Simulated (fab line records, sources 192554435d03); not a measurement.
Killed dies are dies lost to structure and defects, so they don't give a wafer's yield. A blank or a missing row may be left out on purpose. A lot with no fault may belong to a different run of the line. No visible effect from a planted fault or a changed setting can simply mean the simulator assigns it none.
2 desks, one fault :: flow n5 finfet :: each desk holds nothing but its own numbers, with what lay behind them at the end

## FOR THE TOOL OWNER'S DESK: cvd co-02
The tool's own readings at N5_BEOL_M3_CO_CAP_55 (material Co, precursor CCTBA/H2, target thk 2 nm, time 102.1 s): means of the sampled wafers that have a number, for each lot that ran on this tool. Marked OUT: a lot whose mean sits more than 4 standard deviations from the usual mean, which makes it out of limits; the brackets give that distance.
Columns: A = heater power w at N5_BEOL_M3_CO_CAP_55, usual 239 W; B = run length s at N5_BEOL_M3_CO_CAP_55, usual 124.9 s
lot: L848
first seen here: day 9 01:19
A: 257
B: 124.8

lot: L849
first seen here: day 9 10:48
A: 276
B: 124.5

lot: L851
first seen here: day 9 20:40
A: 256
B: 124.6

lot: L854
first seen here: day 10 13:13
A: 262
B: 104.9 (-53) OUT

lot: L855
first seen here: day 11 01:40
A: 264
B: 85.2 (-99 or more) OUT
Finding of this desk: L854, L855 out of limits; the first was L854 at day 10 13:13, on run length s at N5_BEOL_M3_CO_CAP_55. L848, L849, L851 stayed within limits.

## METROLOGY DESK
Means of the sampled wafers that have a number, per lot and without regard to the tool the lot ran on: this is what the gauges read. Marked OUT: a lot whose mean sits more than 4 standard deviations from the usual mean, which makes it out of limits; the brackets give that distance. Only the readings that lie furthest out on some lot appear, 7 of the 10 it has.
Columns: A = DIBL_N at N5_BEOL_M4_RC_MEAS_101, usual 36.3 mV/V; B = DIBL_P at N5_BEOL_M4_RC_MEAS_101, usual 36.3 mV/V; C = IOFF_P at N5_BEOL_M4_RC_MEAS_101, usual 0.210 nA/um; D = ION_N at N5_BEOL_M4_RC_MEAS_101, usual 675 uA/um; E = ION_P at N5_BEOL_M4_RC_MEAS_101, usual 462 uA/um; F = SS_P at N5_BEOL_M4_RC_MEAS_101, usual 73.4 mV/dec; G = VT_P at N5_BEOL_M4_RC_MEAS_101, usual -250.1 mV
lot: L846
first seen here: day 8 23:34
A: 35.1
B: 34.4
C: 0.173
D: 668
E: 455
F: 73.3
G: -253.3

lot: L848
first seen here: day 9 18:59
A: 35.4
B: 36.9
C: 0.181
D: 672
E: 453
F: 73.3
G: -252.6

lot: L849
first seen here: day 10 00:52
A: 38.0
B: 37.2
C: 0.190
D: 660
E: 453
F: 73.6
G: -252.9

lot: L851
first seen here: day 10 05:20
A: 37.2
B: 36.3
C: 0.215
D: 684
E: 466
F: 73.7
G: -249.3

lot: L854
first seen here: day 11 07:54
A: 35.4
B: 34.8
C: 0.208
D: 666
E: 462
F: 72.6
G: -249.7

lot: L855
first seen here: day 12 03:02
A: 37.3
B: 36.4
C: 0.252
D: 684
E: 472
F: 73.2
G: -244.6

lot: L863
first seen here: day 15 02:28
A: 38.2
B: 38.8
C: 0.239
D: 676
E: 461
F: 74.3
G: -247.7

lot: L864
first seen here: day 15 02:38
A: 36.5
B: 36.7
C: 0.193
D: 659
E: 451
F: 73.2
G: -253.3

lot: L868
first seen here: day 15 20:00
A: 35.2
B: 36.5
C: 0.195
D: 670
E: 454
F: 73.7
G: -253.1

lot: L867
first seen here: day 16 03:17
A: 34.9
B: 35.7
C: 0.199
D: 684
E: 468
F: 72.5
G: -249.4
This desk's finding: nothing out of limits on any of the 10 lots.

## ALL TOGETHER
The tool owner's desk could have raised an alarm at day 10 13:13, on L854, L855.
Metrology desk: nothing out of limits seen.
The metrology desk has L854, L855 on record, within its limits.
Of the lots named, all ran N5_BEOL_M3_CO_CAP_55 on cvd co-02.

## WHAT THE SIMULATOR PUT IN
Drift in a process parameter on cvd co-02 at N5_BEOL_M3_CO_CAP_55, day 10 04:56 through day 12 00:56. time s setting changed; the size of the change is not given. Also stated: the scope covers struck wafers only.
Lots struck among those shown: L854, L855.
Delay in hours, fault start to first out-of-limits reading, by desk: the tool owner's desk at 8.
